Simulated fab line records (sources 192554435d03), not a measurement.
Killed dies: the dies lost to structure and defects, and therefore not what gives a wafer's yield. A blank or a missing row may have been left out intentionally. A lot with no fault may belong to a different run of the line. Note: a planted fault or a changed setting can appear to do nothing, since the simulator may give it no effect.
fab line records -- flow n5Finfet
[record] lots = 11, wafers = 33, lastDay = 20
route steps=1938 shown MIM_BOT@1832 MIM_TOP@1835 MIM_TOP_LITHO@1849 MIM_BOT_ETCH@1867
lots that met no fault: from a run of the same line without faults
startH: hours from the record's opening day to when the first of the lot's shown wafers began -- waitH: how many hours have passed since the lot's step before this one -- " identical to the entry in the row above -- L1.1+2: a single row standing in for several wafers -- - no value present, or no start provided -- * or withheld: withheld -- < > ~ a bound
route shown NAME@n: NAME is a module with steps in the file, n the number in the route of the first one -- usual: mean and standard deviation over wafers with no fault -- same: alike in all rows -- chamber/n: place in a boat -- sites: readings site by site -- _std_site: standard deviation across them -- _edge_site: inner sites' mean taken away from outer sites' mean -- radiusMm: how far each site lies from the wafer's centre -- mask NAME#n: copy n -- behind: tool/chamber where the wafer was last shaped -- hold: what put the lot on hold/how long, in hours/how the hold closed -- device: transistor that didn't switch, given as n, p or np -- end of line: at the end of the route, the tests of the same wafers -- a step with no rows: only its recipe -- killed: count of dies lost to structure and defects at first sort (not the wafer's yield) -- map: shows each die of a wafer: x if killed, . if not, _ if none is there
set.NAME: the setting the step ran with; set.NAME@STEP: the setting that earlier step ran with -- model.NAME: the simulator's own value behind a step, which no gauge read
steps of the route over a sample of lots; a table a step, a row a wafer
services: a tool's chamber out of use, with start hour (startH, from the record's first day; less than 0 if before it), hours out, and reason
[[steps]]
[step N5_MIM_BOT_DEGAS_01]
[recipe] ambient = vacuum, tempC = 300, timeS = 60
[usual] heaterPowerW = 473/56
lot.wafer,tool,chamber,startH,waitH,heaterPowerW
L651.2,pvdSputter-03,-,281.90,2.3,453
L651.4,pvdSputter-03,-,281.90,2.3,442
L651.6,pvdSputter-03,-,281.90,2.3,432
L652.1,pvdSputter-02,-,290.21,3.4,381
L652.2,pvdSputter-02,-,290.21,3.4,458
L652.5,pvdSputter-02,-,290.21,3.4,376
L653.1,pvdSputter-03,-,303.30,0.6,425
L653.3,pvdSputter-03,-,303.30,0.6,455
L653.5,pvdSputter-03,-,303.30,0.6,457
L661.1,pvdSputter-01,-,337.81,1.3,488
L661.2,pvdSputter-01,-,337.81,1.3,534
L661.6,pvdSputter-01,-,337.81,1.3,479
L668.2,pvdSputter-02,-,379.56,1.0,447
L668.5,pvdSputter-02,-,379.56,1.0,444
L668.6,pvdSputter-02,-,379.56,1.0,460
L665.1,pvdSputter-02,-,379.78,1.1,444
L665.3,pvdSputter-02,-,379.78,1.1,557
L665.4,pvdSputter-02,-,379.78,1.1,451
L667.3,pvdSputter-02,-,384.84,0.9,376
L667.5,pvdSputter-02,-,384.84,0.9,463
L667.6,pvdSputter-02,-,384.84,0.9,382
L671.2,pvdSputter-03,-,395.55,1.1,437
L671.3,pvdSputter-03,-,395.55,1.1,435
L671.5,pvdSputter-03,-,395.55,1.1,437
L670.1,pvdSputter-03,-,395.77,1.1,451
L670.5,pvdSputter-03,-,395.77,1.1,541
L670.6,pvdSputter-03,-,395.77,1.1,424
L672.1,pvdSputter-02,-,418.77,0.8,454
L672.3,pvdSputter-02,-,418.77,0.8,453
L672.5,pvdSputter-02,-,418.77,0.8,468
L673.1,pvdSputter-02,-,459.80,1.1,424
L673.2,pvdSputter-02,-,459.80,1.1,375
L673.3,pvdSputter-02,-,459.80,1.1,558
[step N5_MIM_TOP_ALD_01]
[recipe] material = HfO2, targetThkA = 56, tempC = withheld, aldPrecursorFamily = Hf-amide, aldCoReactant = O3, pulseTimeS = 1, purgeTimeS = 3, coReactantPurgeTimeS = 2, coReactantPulseTimeS = 3, aldCycles = 62
[usual] precursorPulseHeightRel = 1.002/0.02
[same] purgeTimeS = 3
lot.wafer,tool,chamber,startH,waitH,precursorPulseHeightRel
L651.2,aldHk-02,2,-,-,0.997
L651.4,aldHk-02,1,-,-,0.998
L651.6,aldHk-02,2,-,-,1.038
L652.1,aldHk-03,3,-,-,0.985
L652.2,aldHk-03,2,-,-,1.041
L652.5,aldHk-03,0,-,-,1.004
L653.1,aldHk-03,2,-,-,0.995
L653.3,aldHk-03,0,-,-,1.006
L653.5,aldHk-03,1,-,-,0.976
L661.1,aldHk-03,0,-,-,0.987
L661.2,aldHk-03,1,-,-,0.996
L661.6,aldHk-03,1,-,-,0.973
L668.2,aldHk-01,0,-,-,1.019
L668.5,aldHk-01,1,-,-,1.002
L668.6,aldHk-01,2,-,-,0.992
L665.1,aldHk-03,3,-,-,1.000
L665.3,aldHk-03,2,-,-,1.039
L665.4,aldHk-03,0,-,-,1.000
L667.3,aldHk-03,2,-,-,0.996
L667.5,aldHk-03,0,-,-,1.032
L667.6,aldHk-03,3,-,-,1.010
L671.2,aldHk-02,1,-,-,1.027
L671.3,aldHk-02,2,-,-,0.981
L671.5,aldHk-02,2,-,-,0.996
L670.1,aldHk-03,3,-,-,0.992
L670.5,aldHk-03,3,-,-,0.991
L670.6,aldHk-03,0,-,-,0.996
L672.1,aldHk-02,3,-,-,1.022
L672.3,aldHk-02,1,-,-,0.992
L672.5,aldHk-02,1,-,-,0.984
L673.1,aldHk-03,2,-,-,0.988
L673.2,aldHk-03,3,-,-,0.963
L673.3,aldHk-03,0,-,-,0.987
[step N5_MIM_TOP_LITHO_INSPECT_12]
[recipe] mode = adi, inspectInstrument = macro
[usual] rawDefectCount = 2.3/1.4
lot.wafer,tool,chamber,startH,waitH,rawDefectCount
L651.2,defectInspect-02,-,283.54,0.0,4
L651.4,defectInspect-02,-,283.54,0.0,3
L651.6,defectInspect-02,-,283.54,0.0,4
L652.1,defectInspect-02,-,291.85,0.0,1
L652.2,defectInspect-02,-,291.85,0.0,3
L652.5,defectInspect-02,-,291.85,0.0,2
L653.1,defectInspect-01,-,304.53,0.0,0
L653.3,defectInspect-01,-,304.53,0.0,3
L653.5,defectInspect-01,-,304.53,0.0,2
L661.1,defectInspect-01,-,338.92,0.0,2
L661.2,defectInspect-01,-,338.92,0.0,3
L661.6,defectInspect-01,-,338.92,0.0,2
L665.1,defectInspect-01,-,381.28,0.0,1
L665.3,defectInspect-01,-,381.28,0.0,0
L665.4,defectInspect-01,-,381.28,0.0,2
L668.2,defectInspect-02,-,381.57,0.0,4
L668.5,defectInspect-02,-,381.57,0.0,1
L668.6,defectInspect-02,-,381.57,0.0,2
L667.3,defectInspect-01,-,386.66,0.0,1
L667.5,defectInspect-01,-,386.66,0.0,0
L667.6,defectInspect-01,-,386.66,0.0,2
L671.2,defectInspect-02,-,397.32,0.0,2
L671.3,defectInspect-02,-,397.32,0.0,5
L671.5,defectInspect-02,-,397.32,0.0,0
L670.1,defectInspect-01,-,397.48,0.0,1
L670.5,defectInspect-01,-,397.48,0.0,1
L670.6,defectInspect-01,-,397.48,0.0,2
L672.1,defectInspect-02,-,419.98,0.0,2
L672.3,defectInspect-02,-,419.98,0.0,3
L672.5,defectInspect-02,-,419.98,0.0,2
L673.1,defectInspect-01,-,461.30,0.0,4
L673.2,defectInspect-01,-,461.30,0.0,0
L673.3,defectInspect-01,-,461.30,0.0,1
[step N5_MIM_BOT_ETCH_ETCH_03]
[recipe] chemistry = Cl2/BCl3, targetDepthA = 120, pressureMtorr = 8, icpW = 800, biasW = 100, Cl2_flow_sccm = 20, bcl3FlowSccm = 80
[usual] biasW = 100.0/0.31, drypumpMotorCurrentA = 5.5/0.33, oesProductAu = 0.76/0.091, throttleValvePct = 27.53/0.24
lot.wafer,tool,chamber,startH,waitH,biasW,drypumpMotorCurrentA,oesProductAu,rfHoursCounterH,throttleValvePct
L651.2,rieMetal-02,0,284.58,0.1,99.4,5.1,0.79,29,27.27
L651.4,rieMetal-02,0,284.58,0.1,100.0,5.2,0.80,-,27.28
L651.6,rieMetal-02,1,284.58,0.1,100.3,5.5,0.66,-,27.26
L652.1,rieMetal-01,1,293.23,0.1,100.3,5.2,0.68,80,27.81
L652.2,rieMetal-01,0,293.23,0.1,99.8,6.0,0.96,3,27.84
L652.5,rieMetal-01,0,293.23,0.1,99.7,6.0,0.96,-,27.84
L653.1,rieMetal-03,1,305.98,0.1,99.9,5.5,0.86,14,27.47
L653.3,rieMetal-03,0,305.98,0.1,100.1,6.0,0.72,-,27.74
L653.5,rieMetal-03,1,305.98,0.1,100.2,5.5,0.86,-,27.48
L661.1,rieMetal-02,0,340.05,0.1,100.1,5.2,0.78,35,27.29
L661.2,rieMetal-02,1,340.05,0.1,81.8,5.6,0.62,102,27.28
L661.6,rieMetal-02,0,340.05,0.1,100.4,5.2,0.78,-,27.30
L665.1,rieMetal-01,0,382.21,0.1,100.2,6.0,0.88,11,27.85
L665.3,rieMetal-01,1,382.21,0.1,99.8,5.2,0.67,-,27.81
L665.4,rieMetal-01,0,382.21,0.1,100.0,6.0,0.89,-,27.84
L668.2,rieMetal-03,0,382.65,0.1,100.1,6.0,0.70,79,27.74
L668.5,rieMetal-03,1,382.65,0.1,100.4,5.5,0.85,-,27.48
L668.6,rieMetal-03,0,382.65,0.1,100.3,6.0,0.70,-,27.75
L667.3,rieMetal-03,1,387.66,0.1,99.9,5.5,0.84,-,27.47
L667.5,rieMetal-03,1,387.66,0.1,99.7,5.5,0.84,-,27.50
L667.6,rieMetal-03,0,387.66,0.1,100.6,6.0,0.71,-,27.74
L671.2,rieMetal-01,0,398.49,0.1,99.8,6.0,0.89,13,27.85
L671.3,rieMetal-01,1,398.49,0.1,100.5,5.2,0.66,-,27.82
L671.5,rieMetal-01,0,398.49,0.1,99.8,6.0,0.89,-,27.85
L670.1,rieMetal-03,0,398.65,0.1,99.9,6.0,0.70,81,27.75
L670.5,rieMetal-03,0,398.65,0.1,99.6,6.0,0.70,-,27.74
L670.6,rieMetal-03,1,398.65,0.1,99.9,5.5,0.84,-,27.48
L672.1,rieMetal-01,0,421.03,0.1,100.2,6.0,0.88,14,27.85
L672.3,rieMetal-01,0,421.03,0.1,99.7,6.0,0.88,-,27.85
L672.5,rieMetal-01,0,421.03,0.1,100.0,6.0,0.87,-,27.85
L673.1,rieMetal-02,0,462.23,0.1,99.7,5.2,0.76,46,27.31
L673.2,rieMetal-02,1,462.23,0.1,100.4,5.5,0.93,3,27.09
L673.3,rieMetal-02,1,462.23,0.1,100.5,5.5,0.93,-,27.09
[[services]]
tool,chamber,startH,hours,kind
rieMetal-02,0,294.22,2.1,repair
rieMetal-01,1,296.52,8.2,repair
pvdSputter-02,-,301.83,7.9,repair
aldHk-02,-,332.03,8.7,pm
aldHk-02,-,349.50,0.8,repair
aldHk-02,-,379.02,2.8,pm
rieMetal-02,1,383.15,-,clean
rieMetal-02,1,383.15,30.5,scheduledDown
rieMetal-02,1,383.15,30.5,ventCycle
rieMetal-01,-,390.51,2.8,pm
pvdSputter-02,-,394.40,1.9,repair
pvdSputter-01,-,397.65,1.0,repair
aldHk-02,-,412.57,0.7,repair
rieMetal-03,1,436.64,24.7,repair
aldHk-02,-,442.19,14.6,pm
rieMetal-01,1,446.91,-,clean
rieMetal-01,1,446.91,20.1,scheduledDown
rieMetal-01,1,446.91,20.1,ventCycle
pvdSputter-02,-,448.95,2.3,repair
[[key]]
[firstSign] step = N5_MIM_BOT_ETCH_ETCH_03, reading = biasW, direction = down, sigmas = 59, usual = *, struck = *
effect none on later readings
metAt N5_MIM_BOT_ETCH_ETCH_03
struckLots L661
struckWafers L661.2
notActingAt N5_MIM_BOT_DEGAS_01,N5_MIM_TOP_ALD_01,N5_MIM_TOP_LITHO_INSPECT_12
onsetBetween 284.58 340.05
[fault] kind = processParameterDrift, tool = rieMetal-02, chamber = 1, onsetH = 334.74, steps = N5_MIM_BOT_ETCH_ETCH_03, channel = biasW, offset = *, shape = step, endH = 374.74, actsIn = *, stated = *
